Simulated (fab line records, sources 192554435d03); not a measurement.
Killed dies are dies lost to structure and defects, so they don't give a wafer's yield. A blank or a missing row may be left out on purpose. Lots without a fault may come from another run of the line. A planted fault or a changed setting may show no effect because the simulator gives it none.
fab line records | flow n5_finfet
record lots=11 wafers=32 last_day=18
route steps=1938 shown BEOL_M6@1257 BEOL_M7@1264 PASSIVATION@1936
lots that met no fault: from a run of the same line without faults
start_h: hours from the record's first day to the start of the lot's first wafer shown | wait_h: hours since the lot's step before | " the same as in the row above | L1.1+2: a row that stands for several wafers | - no value, or no start given | * or withheld: withheld | < > ~ a bound
route shown NAME@n: a module of which the file shows steps, and the number in the route of the first | usual: mean/standard deviation of fault-free wafers | same: alike in all rows | chamber/n: place in a boat | sites: the reading at each site | _std_site: their standard deviation | _edge_site: outer sites' mean less inner sites' | radius_mm: how far each site lies from the wafer's centre | mask NAME#n: copy n | behind: the tool/chamber that last shaped the wafer | hold: why the lot was held/for how many hours/how that ended | device: the transistor (n, p or np) that didn't switch | end of line: the same wafers' tests at the end of the route | a step without rows: its recipe alone | killed: dies lost to structure and defects at the first sort, not the wafer's yield | map: a wafer's dies, x killed, . not, _ none there
set.NAME: the setting as run; set.NAME@STEP: as run at that earlier step | model.NAME: the simulator's own value behind a step, which no gauge read
steps of the route over a sample of lots; a table a step, a row a wafer
services: from which hour (start_h, from the record's first day; less than 0 if before it) a tool's chamber was out of use, for how many hours, and why
## steps
# step N5_BEOL_M6_CMP_52
# recipe stop_on=SiCOH_lowk t_overpolish_s=6.9 down_force_psi=1 platen_rpm=50 clearing_platen_down_force_psi=1.5 clearing_platen_rpm=50 post_cmp_clean=cu_alkaline target_thk_nm=80 clearing_platen_pad_velocity_m_s=0.99484 pad_velocity_m_s=0.99484
# usual barrier_field_endpoint_s=29.1/0.85 motor_current_A=6.1/0.71 overpolish_run_s=6.900/0.0093 slurry_filter_dp_kPa=13.51/0.14 time_to_endpoint_s=62/4
# columns lot.wafer tool chamber start_h wait_h barrier_field_endpoint_s motor_current_A overpolish_run_s slurry_filter_dp_kPa time_to_endpoint_s
L352.3 cmp-03 3 225.07 0.2 28.2 6.1 6.901 13.41 61
L352.1 " 1 " " 29.4 6.4 6.894 13.40 68
L352.2 " 2 " " 28.8 5.8 6.892 13.45 65
L349.6 cmp-03 1 227.91 0.2 28.3 5.8 6.906 13.54 59
L349.5 " 2 " " 28.6 5.9 6.881 13.56 61
L351.4 cmp-03 2 228.31 0.1 29.7 5.8 6.884 13.67 63
L351.3 " 3 " " 27.1 6.0 6.916 13.52 56
L351.6 " 3 " " 28.4 6.0 6.908 13.65 57
L354.3 cmp-03 1 249.96 0.4 28.7 6.2 6.880 13.35 57
L354.4 " 2 " " 28.2 5.7 6.907 13.42 58
L354.1 " 3 " " 26.7 5.9 6.896 13.46 51
L356.1 cmp-04 2 258.94 0.3 28.5 6.4 6.902 13.52 63
L356.4 " 0 " " 28.9 5.6 6.883 13.39 59
L356.5 " 1 " " 28.5 6.3 6.891 13.50 64
L355.4 cmp-04 2 267.26 0.2 28.8 6.0 6.893 13.46 64
L355.1 " 0 " " 27.9 5.3 6.906 13.39 60
L355.5 " 2 " " 28.9 6.2 6.889 13.46 60
L363.1 cmp-02 3 317.04 0.3 28.0 5.8 6.904 13.49 59
L363.4 " 0 " " 29.4 6.3 6.894 13.61 58
L363.5 " 1 " " 30.8 5.6 6.902 13.61 71
L364.3 cmp-03 3 320.58 0.2 28.5 6.3 6.896 13.38 59
L364.1 " 0 " " 30.2 4.6 6.907 13.69 68
L364.6 " 0 " " 30.1 4.7 6.904 13.48 64
L367.3 cmp-03 2 331.44 0.2 28.8 5.4 6.884 13.74 64
L367.1 " 0 " " 28.5 4.8 6.900 13.27 65
L367.6 " 1 " " 29.2 6.5 6.907 13.34 61
L368.2 cmp-04 1 332.70 0.4 29.3 6.5 6.907 13.49 64
L368.4 " 3 " " 30.0 7.0 6.897 13.27 62
L368.6 " 0 " " 29.0 5.4 6.907 13.40 62
L372.4 cmp-02 1 340.62 0.2 30.6 5.0 6.908 13.59 70
L372.2 " 2 " " 28.9 7.7 6.907 13.84 63
L372.6 " 0 " " 28.4 6.6 6.883 13.43 62
# step N5_BEOL_M7_CURE_74
# recipe temp_c=385 time_s=240 ambient=He/Ar material=SiCOH_lowk
# usual lamp_power_pct=52.32/0.053 wafer_temp_C_max=386.6/0.43
# columns lot.wafer tool chamber start_h wait_h lamp_power_pct wafer_temp_C_max
L352.1 uv_cure-02 0 225.64 0.0 52.32 386.8
L352.2 " 0 " " 52.31 386.9
L352.3 " 0 " " 52.30 386.9
L349.5 uv_cure-02 2 228.66 0.3 52.26 387.0
L349.6 " 2 " " 52.32 387.1
L351.3 uv_cure-01 1 229.02 0.2 52.25 386.4
L351.4 " 1 " " 52.32 386.3
L351.6 " 1 " " 52.30 387.0
L354.1 uv_cure-02 0 250.51 0.0 52.29 386.5
L354.3 " 0 " " 52.30 386.8
L354.4 " 0 " " 52.36 386.5
L356.1 uv_cure-02 2 259.48 0.1 52.30 386.8
L356.4 " 2 " " 52.33 386.7
L356.5 " 2 " " 52.35 387.2
L355.1 uv_cure-01 2 268.04 0.0 52.29 386.8
L355.4 " 2 " " 52.38 386.1
L355.5 " 2 " " 52.35 386.4
L363.1 uv_cure-03 0 317.52 0.0 52.27 387.1
L363.4 " 0 " " 52.36 386.6
L363.5 " 0 " " 52.39 387.1
L364.1 uv_cure-01 0 321.28 0.2 52.28 386.7
L364.3 " 0 " " 52.43 386.1
L364.6 " 0 " " 52.29 386.6
L367.1 uv_cure-02 2 331.95 0.0 52.40 387.7
L367.3 " 2 " " 52.43 387.8
L367.6 " 2 " " 52.40 386.9
L368.2 uv_cure-01 0 333.59 0.1 52.31 386.3
L368.4 " 0 " " 52.29 386.3
L368.6 " 0 " " 52.35 387.0
L372.2 uv_cure-02 0 341.17 0.1 52.28 386.4
L372.4 " 0 " " 52.27 387.0
L372.6 " 0 " " 52.43 386.4
# step N5_BEOL_M7_EXPOSE_08
# recipe mask_id=M7 na=1.35 source_shape=dipole sigma_inner=0.817 sigma_outer=0.97 polarization=te dose_mj=68.25
# usual exposure_dose_mJ_cm2=68.23/0.064 focus_offset_nm=0.0/0.57
# columns lot.wafer tool chamber start_h wait_h mask exposure_dose_mJ_cm2 focus_offset_nm
L352.1 arfi_scanner-02 0 227.46 - M7#0 68.19 -0.4
L352.2 " 0 " " M7#0 68.29 -0.4
L352.3 " 0 " " M7#0 68.22 -0.4
L349.5 arfi_scanner-03 0 230.54 - M7#0 68.21 -0.6
L349.6 " 0 " " M7#0 68.17 -1.0
L351.3 arfi_scanner-03 0 230.56 - M7#0 68.36 0.0
L351.4 " 0 " " M7#0 68.32 0.1
L351.6 " 0 " " M7#0 68.29 0.7
L354.1 arfi_scanner-01 0 252.58 - M7#0 68.21 -0.1
L354.3 " 0 " " M7#0 68.10 0.3
L354.4 " 0 " " M7#0 68.10 0.4
L356.1 arfi_scanner-03 0 262.39 - M7#0 68.18 0.4
L356.4 " 0 " " M7#0 68.24 0.0
L356.5 " 0 " " M7#0 68.28 0.6
L355.1 arfi_scanner-01 0 269.67 - M7#0 68.12 -1.4
L355.4 " 0 " " M7#0 68.22 0.3
L355.5 " 0 " " M7#0 68.21 -0.3
L363.1 arfi_scanner-03 0 319.17 - M7#0 68.14 0.5
L363.4 " 0 " " M7#0 68.29 0.4
L363.5 " 0 " " M7#0 68.29 0.3
L364.1 arfi_scanner-03 0 323.76 - M7#0 68.35 0.1
L364.3 " 0 " " M7#0 68.30 -0.2
L364.6 " 0 " " M7#0 68.33 0.0
L367.1 arfi_scanner-01 0 334.52 - M7#0 68.15 -0.5
L367.3 " 0 " " M7#0 68.17 -0.6
L367.6 " 0 " " M7#0 68.07 -0.4
L368.2 arfi_scanner-02 0 334.78 - M7#0 68.22 -0.3
L368.4 " 0 " " M7#0 68.21 -0.3
L368.6 " 0 " " M7#0 68.20 -0.1
L372.2 arfi_scanner-02 0 342.77 - M7#0 68.30 -0.9
L372.4 " 0 " " M7#0 68.35 -0.3
L372.6 " 0 " " M7#0 68.26 -0.4
# step N5_BEOL_M7_OVL_MEAS_12
# recipe points_per_wafer=44
# usual M7_OVL=0.2/0.75
# columns lot.wafer tool chamber start_h wait_h M7_OVL[nm]
L352.1 overlay-01 0 227.62 0.0 -0.5
L352.2 " 0 " " 0.3
L352.3 " 0 " " -1.2
L349.5 overlay-01 0 230.67 0.0 0.5
L349.6 " 0 " " 0.6
L351.3 overlay-01 0 230.71 0.0 0.2
L351.4 " 0 " " 0.5
L351.6 " 0 " " 1.4
L354.1 overlay-01 0 252.74 0.0 -0.2
L354.3 " 0 " " -0.5
L354.4 " 0 " " 0.2
L356.1 overlay-02 0 262.55 0.0 1.5
L356.4 " 0 " " -0.6
L356.5 " 0 " " 0.4
L355.1 overlay-01 0 269.83 0.0 0.8
L355.4 " 0 " " -1.4
L355.5 " 0 " " 0.0
L363.1 overlay-01 0 319.33 0.0 7.1
L363.4 " 0 " " 7.0
L363.5 " 0 " " 6.2
L364.1 overlay-02 0 323.92 0.0 6.2
L364.3 " 0 " " 6.1
L364.6 " 0 " " 6.7
L367.1 overlay-02 0 334.68 0.0 0.3
L367.3 " 0 " " 0.4
L367.6 " 0 " " 0.6
L368.2 overlay-02 0 334.93 0.0 1.5
L368.4 " 0 " " 1.7
L368.6 " 0 " " 1.0
L372.2 overlay-01 0 342.92 0.0 -0.9
L372.4 " 0 " " 0.0
L372.6 " 0 " " -0.8
# step N5_BEOL_M7_INSPECT_13
# recipe mode=adi inspect_instrument=brightfield
# usual raw_defect_count=421/110
# columns lot.wafer tool chamber start_h wait_h raw_defect_count
L352.1 defect_inspect-02 - 227.64 0.0 381
L352.2 " - " " 441
L352.3 " - " " 493
L349.5 defect_inspect-02 - 230.69 0.0 391
L349.6 " - " " 305
L351.3 defect_inspect-02 - 230.73 0.0 390
L351.4 " - " " 421
L351.6 " - " " 341
L354.1 defect_inspect-02 - 252.76 0.0 372
L354.3 " - " " 326
L354.4 " - " " 334
L356.1 defect_inspect-02 - 262.57 0.0 540
L356.4 " - " " 360
L356.5 " - " " 444
L355.1 defect_inspect-02 - 269.86 0.0 388
L355.4 " - " " 313
L355.5 " - " " 380
L363.1 defect_inspect-02 - 319.35 0.0 264
L363.4 " - " " 411
L363.5 " - " " 348
L364.1 defect_inspect-02 - 323.94 0.0 345
L364.3 " - " " 232
L364.6 " - " " 366
L367.1 defect_inspect-02 - 334.71 0.0 397
L367.3 " - " " 430
L367.6 " - " " 335
L368.2 defect_inspect-02 - 334.96 0.0 622
L368.4 " - " " 540
L368.6 " - " " 547
L372.2 defect_inspect-02 - 342.95 0.0 605
L372.4 " - " " 333
L372.6 " - " " 336
# step N5_PASSIVATION_PROBE_49
# usual defect_limited_yield=91.0/1.4 killed_at_M0_to_M3=34/10 killed_at_M4_up=15/5.5 killed_at_contacts=12/6.1 killed_at_front_end=41/12 killed_at_other=4/3.4 killed_dies=106/17 killed_open=70/13 killed_short=34/7.4 sort_bin_4_leakage=0.01/0.065 sort_bin_5_function=5.3/1 sort_bin_6_memory=3.4/0.69 sort_bin_8_speed=0.03/0.22 sort_n_pass=1073/17 sort_yield_pct=91.0/1.4
# same gross_dies=1180 killed_at_back_side=0
# columns lot.wafer tool chamber start_h wait_h defect_limited_yield[%] killed_at_M0_to_M3 killed_at_M4_up killed_at_contacts killed_at_front_end killed_at_other killed_dies killed_open killed_short sort_bin_4_leakage[%] sort_bin_5_function[%] sort_bin_6_memory[%] sort_bin_8_speed[%] sort_n_pass sort_yield_pct[%]
L363.1 prober-01 - 408.83 0.0 90.3 28 19 22 34 11 114 79 33 0 5.9 3.5 0 1066 90.3
L363.4 prober-01 - 408.98 0.2 94.2 19 17 7 20 6 69 37 29 0 2.7 3.0 0 1111 94.2
L363.5 prober-01 - 409.03 0.2 93.6 31 12 6 19 7 75 48 25 0 4.2 2.0 0 1105 93.6
L368.2 prober-02 - 426.35 0.1 89.1 41 14 14 55 5 129 95 30 0 6.4 4.1 0 1051 89.1
L368.4 prober-02 - 426.45 0.2 89.5 17 23 16 64 4 124 92 31 0 6.9 3.5 0 1056 89.5
L368.6 prober-02 - 426.55 0.3 89.6 30 20 7 61 5 123 83 36 0 5.5 4.5 0 1057 89.6
# killed by level:class
L363.1 MOL_CONTACT_COAG:geometric_particle:open=16 BEOL_M2:geometric_particle:open=10 BEOL_M4:geometric_particle:open=7 BEOL_M3:geometric_particle:open=7 MOL_CONTACT_COAG:geometric_particle:short=6 BEOL_M1:geometric_particle:open=6 FIN_SAQP:geometric_particle:open=5 FIN_SAQP:geometric_particle:short=5
L363.4 MOL_CONTACT_COAG:geometric_particle:open=7 BEOL_M4:geometric_particle:open=7 BEOL_M0_SAQP:geometric_particle:short=6 FIN_SAQP:geometric_particle:short=5 BEOL_M2:geometric_particle:open=4 STARTING-WAFER:geometric_particle:short=4 GATE_CUT:geometric_particle:short=3 BEOL_M0_SAQP:geometric_particle:open=3
L363.5 BEOL_M2:geometric_particle:open=12 BEOL_M3:geometric_particle:open=6 BEOL_M2:geometric_particle:short=4 BEOL_M5:geometric_particle:open=4 STARTING-WAFER:geometric_particle:open=4 FIN_SAQP:geometric_particle:open=3 MOL_CONTACT_COAG:geometric_particle:short=3 MOL_CONTACT_COAG:geometric_particle:open=3
L368.2 STI_FIN_REVEAL:geometric_particle:open=25 BEOL_M1:geometric_particle:open=17 MOL_CONTACT_COAG:geometric_particle:open=11 FIN_SAQP:geometric_particle:short=6 BEOL_M0_SAQP:geometric_particle:short=6 BEOL_M4:geometric_particle:open=6 FIN_SAQP:geometric_particle:open=5 BEOL_M1:geometric_particle:short=4
L368.4 STI_FIN_REVEAL:geometric_particle:open=25 BEOL_M4:geometric_particle:open=14 MOL_CONTACT_COAG:geometric_particle:open=11 FIN_SAQP:geometric_particle:open=8 FIN_SAQP:geometric_particle:short=7 BEOL_M1:geometric_particle:open=6 DUMMY_GATE:geometric_particle:open=5 MOL_CONTACT_COAG:geometric_particle:short=5
L368.6 FIN_SAQP:geometric_particle:short=14 STI_FIN_REVEAL:geometric_particle:open=13 FIN_SAQP:geometric_particle:open=11 BEOL_M3:geometric_particle:open=11 MOL_CONTACT_COAG:geometric_particle:open=6 BEOL_M4:geometric_particle:open=5 BEOL_M5:geometric_particle:open=5 BEOL_M2:geometric_particle:open=5
## services
# columns tool chamber start_h hours kind
arfi_scanner-01 - 209.98 1.3 pm
arfi_scanner-03 - 211.71 1.3 pm
arfi_scanner-01 - 220.96 17.3 pm
arfi_scanner-03 - 223.46 0.2 repair
arfi_scanner-01 - 238.29 4.9 pm
arfi_scanner-01 - 243.97 1.0 pm
arfi_scanner-02 - 250.64 0.7 repair
arfi_scanner-01 - 255.21 0.3 repair
arfi_scanner-02 - 259.89 0.6 repair
arfi_scanner-02 - 265.03 17.3 pm
cmp-04 - 268.76 6.2 pm
arfi_scanner-03 - 276.26 6.0 pm
arfi_scanner-03 - 284.00 1.0 pm
cmp-04 - 288.09 0.2 repair
arfi_scanner-02 - 288.73 1.3 pm
arfi_scanner-01 - 289.61 0.8 pm
cmp-03 - 291.19 4.6 pm
uv_cure-01 - 293.28 6.0 pm
cmp-04 - 299.53 1.0 repair
arfi_scanner-03 - 312.52 2.3 repair
arfi_scanner-02 - 318.78 0.8 pm
arfi_scanner-03 - 329.90 0.8 pm
arfi_scanner-03 - 337.21 1.3 pm
uv_cure-01 - 340.77 2.1 pm
## key
first_sign step=N5_BEOL_M7_OVL_MEAS_12 reading=M7_OVL direction=up sigmas=8.5 usual=0.2 struck=6.6
effect none on later readings
met_at N5_BEOL_M7_EXPOSE_08
struck_lots L363,L364
not_acting_at N5_BEOL_M6_CMP_52,N5_BEOL_M7_CURE_74,N5_BEOL_M7_INSPECT_13
onset_between 262.39 319.17
fault kind=scanner_matching_overlay tool=arfi_scanner-03 chamber=- onset_h=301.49 steps=N5_BEOL_M7_EXPOSE_08 offset=6.4891
